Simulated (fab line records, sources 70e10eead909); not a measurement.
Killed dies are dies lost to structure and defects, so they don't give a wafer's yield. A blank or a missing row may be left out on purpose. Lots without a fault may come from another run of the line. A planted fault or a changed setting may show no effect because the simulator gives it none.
Problem report in the 8D (eight disciplines) form, filled by code | flow nand_harc | the parts of the form that need people (team, actions taken, sign-off) are left out

1. THE PROBLEM
oes_product_au at NHARC_A_STAIRCASE_ETCH_453 reads a mean of 0.947 a.u. on 2 wafers of 1 lot; wafers without a fault read 1.000 a.u. with a standard deviation of 0.011. That is -4.8 standard deviations from the usual mean.
The step: etches the open film in CF4/O2, target depth 30 nm, overetch 3 nm, time 16.5 s.
First seen on wafer L825.2, day 23 15:23, on rie_diel-06. The record holds 33 wafers of 11 lots with a number at this step. Rule for "out", or "out of limits": more than 4 standard deviations from the usual mean. The other wafers with a number count as sound.

2. WHAT IT IS AND WHAT IT IS NOT
question                    | is                | is not
which readings at this step | oes_product_au    | chamber_pressure_mTorr, drypump_motor_current_A, o2_flow_sccm, oes_f_703_au, rf_vpp_V, showerhead_plenum_p_Torr, throttle_valve_pct
which lots                  | L825              | L812, L814, L817, L818, L819, L820, L821, L822, L832, L833
which wafers of those lots  | L825.2, L825.4    | L825.5
read on which tools         | rie_diel-06       | rie_diel-01, rie_diel-08
when                        | from day 23 15:23 | up to then (25 sound wafers); but 6 sound wafers of L832, L833 came after

3. SUSPECTS, AND WHAT RULES EACH OUT
Counting: a tool at a process step up to the reading stays a suspect if it ran every lot that is out. Sound lots after the first of them don't rule it out here, since some wafers of a struck lot are sound.
- pecvd-03 at NHARC_A_STAIRCASE_DEP_280 (deposits SiON, target thk 30 nm): kept. It ran the lot that is out, L825 (day 23 07:19); its last sound lot up to then is L822 (day 21 14:11).
- rie_diel-06 at NHARC_A_STAIRCASE_HM_OPEN_463 (chemistry O2/COS): kept. It ran the lot that is out, L825 (day 23 15:23); its last sound lot up to then is L822 (day 22 00:23). NHARC_A_STAIRCASE_HM_OPEN_463 gives no start for some lots, so the hours and the order of its lots are those of NHARC_A_STAIRCASE_ETCH_453.
- rie_diel-06 at NHARC_A_STAIRCASE_ETCH_453 (etches the open film in CF4/O2, target depth 30 nm, overetch 3 nm, time 16.5 s): kept. It ran the lot that is out, L825 (day 23 15:23); its last sound lot up to then is L822 (day 22 00:23). Its own readings are out on those wafers: oes_product_au.
- Within pecvd-03 at NHARC_A_STAIRCASE_DEP_280: the wafers that are out ran in chamber 1; their sound lot-mates ran in chamber 0.
- Within rie_diel-06 at NHARC_A_STAIRCASE_HM_OPEN_463: the wafers that are out ran in chambers 1, 3; their sound lot-mates ran in chamber 0.
- Within rie_diel-06 at NHARC_A_STAIRCASE_ETCH_453: the wafers that are out ran in chamber 1; their sound lot-mates ran in chamber 0.
Left after counting: pecvd-03 at NHARC_A_STAIRCASE_DEP_280, rie_diel-06 at NHARC_A_STAIRCASE_HM_OPEN_463, rie_diel-06 at NHARC_A_STAIRCASE_ETCH_453.

4. THE CAUSE (what the simulator had put in)
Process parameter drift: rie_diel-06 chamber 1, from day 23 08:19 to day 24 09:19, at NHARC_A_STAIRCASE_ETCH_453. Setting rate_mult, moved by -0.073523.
Counting left 3 suspects, and this tool is among them.

5. THE CHAIN OF EFFECTS, in route order
Each row: a reading whose mean over the struck wafers that have a number lies more than 3 standard deviations from the usual. Only readings for which the record gives a usual standard deviation are gone through. hours: the time from each lot's start at the first step in this table that gives one to its start at this step, as a median over the lots. sigmas: the change in usual standard deviations.
hours | step                       | reading        | usual      | on struck wafers | change | sigmas
0     | NHARC_A_STAIRCASE_ETCH_453 | oes_product_au | 1.000 a.u. | 0.947            | -0.053 | -4.8
The process steps in it:
- NHARC_A_STAIRCASE_ETCH_453: etches the open film in CF4/O2, target depth 30 nm, overetch 3 nm, time 16.5 s.

6. WHAT WOULD HAVE CAUGHT IT SOONER
In this record the first reading out of limits was taken at day 23 15:23, 7 hours after the fault began at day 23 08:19.
